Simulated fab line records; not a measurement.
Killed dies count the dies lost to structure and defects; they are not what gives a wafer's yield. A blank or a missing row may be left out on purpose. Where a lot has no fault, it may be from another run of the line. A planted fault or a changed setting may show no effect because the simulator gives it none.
Which tool is to blame? / flow n5 finfet / Sampling: 9 lots, 27 wafers, 4 of 1938 route steps

== WHAT THE GAUGES READ, wafer by wafer ==
N5_BEOL_M1_THK_MEAS_53: measures by xrf.
lot=L213; measured=day 6 10:01; on=film metro-01; M1_THK (nm)=42.3 42.1 43.7
lot=L218; measured=day 7 14:47; on=film metro-02; M1_THK (nm)=37.7 39.6 39.0
lot=L223; measured=day 9 01:55; on=film metro-01; M1_THK (nm)=39.1 42.7 41.2
lot=L226; measured=day 9 23:31; on=film metro-01; M1_THK (nm)=38.6 42.2 38.4
lot=L227; measured=day 10 02:28; on=film metro-01; M1_THK (nm)=38.8 41.5 41.9
lot=L225; measured=day 10 02:42; on=film metro-02; M1_THK (nm)=41.7 38.9 42.1
lot=L228; measured=day 10 05:32; on=film metro-01; M1_THK (nm)=39.6 166.7 43.0
lot=L229; measured=day 10 07:55; on=film metro-02; M1_THK (nm)=38.7 44.5 41.0
lot=L236; measured=day 12 03:27; on=film metro-01; M1_THK (nm)=40.6 40.7 40.4

== WHICH TOOL RAN EACH LOT (tool, then ch and the chambers of the sampled wafers, then the start) ==
lot=L213; N5_BEOL_M1_ANNEAL_89=pvd sputter-02, day 6 08:25; N5_BEOL_M1_SPUTTER_92=pvd sputter-02, day 6 08:47; N5_BEOL_M1_CMP_52=cmp-03 ch 0,1, day 6 09:44
lot=L218; N5_BEOL_M1_ANNEAL_89=pvd sputter-01, day 7 13:11; N5_BEOL_M1_SPUTTER_92=pvd sputter-01, day 7 13:33; N5_BEOL_M1_CMP_52=cmp-03 ch 0,2, day 7 14:29
lot=L223; N5_BEOL_M1_ANNEAL_89=pvd sputter-03, day 9 00:19; N5_BEOL_M1_SPUTTER_92=pvd sputter-03, day 9 00:40; N5_BEOL_M1_CMP_52=cmp-03 ch 2,3, day 9 01:37
lot=L226; N5_BEOL_M1_ANNEAL_89=pvd sputter-02, day 9 21:55; N5_BEOL_M1_SPUTTER_92=pvd sputter-02, day 9 22:17; N5_BEOL_M1_CMP_52=cmp-04 ch 0,3, day 9 23:15
lot=L227; N5_BEOL_M1_ANNEAL_89=pvd sputter-02, day 10 00:53; N5_BEOL_M1_SPUTTER_92=pvd sputter-02, day 10 01:14; N5_BEOL_M1_CMP_52=cmp-03 ch 0,2,3, day 10 02:10
lot=L225; N5_BEOL_M1_ANNEAL_89=pvd sputter-03, day 10 01:01; N5_BEOL_M1_SPUTTER_92=pvd sputter-03, day 10 01:22; N5_BEOL_M1_CMP_52=cmp-03 ch 0,1,2, day 10 02:24
lot=L228; N5_BEOL_M1_ANNEAL_89=pvd sputter-02, day 10 03:43; N5_BEOL_M1_SPUTTER_92=pvd sputter-02, day 10 04:04; N5_BEOL_M1_CMP_52=cmp-03 ch 0,1,3, day 10 05:19
lot=L229; N5_BEOL_M1_ANNEAL_89=pvd sputter-03, day 10 06:20; N5_BEOL_M1_SPUTTER_92=pvd sputter-03, day 10 06:41; N5_BEOL_M1_CMP_52=cmp-02 ch 1,2, day 10 07:37
lot=L236; N5_BEOL_M1_ANNEAL_89=pvd sputter-01, day 12 01:37; N5_BEOL_M1_SPUTTER_92=pvd sputter-01, day 12 01:59; N5_BEOL_M1_CMP_52=cmp-04 ch 1,2,3, day 12 03:14
- N5_BEOL_M1_ANNEAL_89: time 240 s.
- N5_BEOL_M1_SPUTTER_92: material Cu, target thk 4.5 nm, time 8.29 s.
- N5_BEOL_M1_CMP_52: polishes, stops on SiOC, t overpolish 6.8 s, target thk 40 nm.

== THE ANSWER, worked out from the rows above alone ==
Rule: the usual values come from the lots themselves. The widest of any qualifying gaps counts: lots, ordered by their means at a reading, are off when they make up no more than a third of the lots, leave a main group of 4 or more, and stand apart from it by 3 or more times the standard deviation of that group's means. A main group whose means are all the same, to the digits that the tables above print for the reading, isn't used. Also off: a lot with no number at a reading for which 4 or more lots have one. The other lots that the step has rows for count as sound.
Off: at N5_BEOL_M1_THK_MEAS_53 (M1_THK), L228. Mean 40.7 nm and standard deviation 1.1 in the main group.
A tool fits if, at a process step before that reading, it ran every lot that is off, and no sound lot after the first of them. Those tools and the gauges at N5_BEOL_M1_THK_MEAS_53 are tried in the same way. 2 tools fit, pvd sputter-02 at N5_BEOL_M1_ANNEAL_89 and N5_BEOL_M1_SPUTTER_92 and cmp-03 at N5_BEOL_M1_CMP_52, so this cannot tell which one it is.

== WHAT WAS PUT IN BY THE SIMULATOR ==
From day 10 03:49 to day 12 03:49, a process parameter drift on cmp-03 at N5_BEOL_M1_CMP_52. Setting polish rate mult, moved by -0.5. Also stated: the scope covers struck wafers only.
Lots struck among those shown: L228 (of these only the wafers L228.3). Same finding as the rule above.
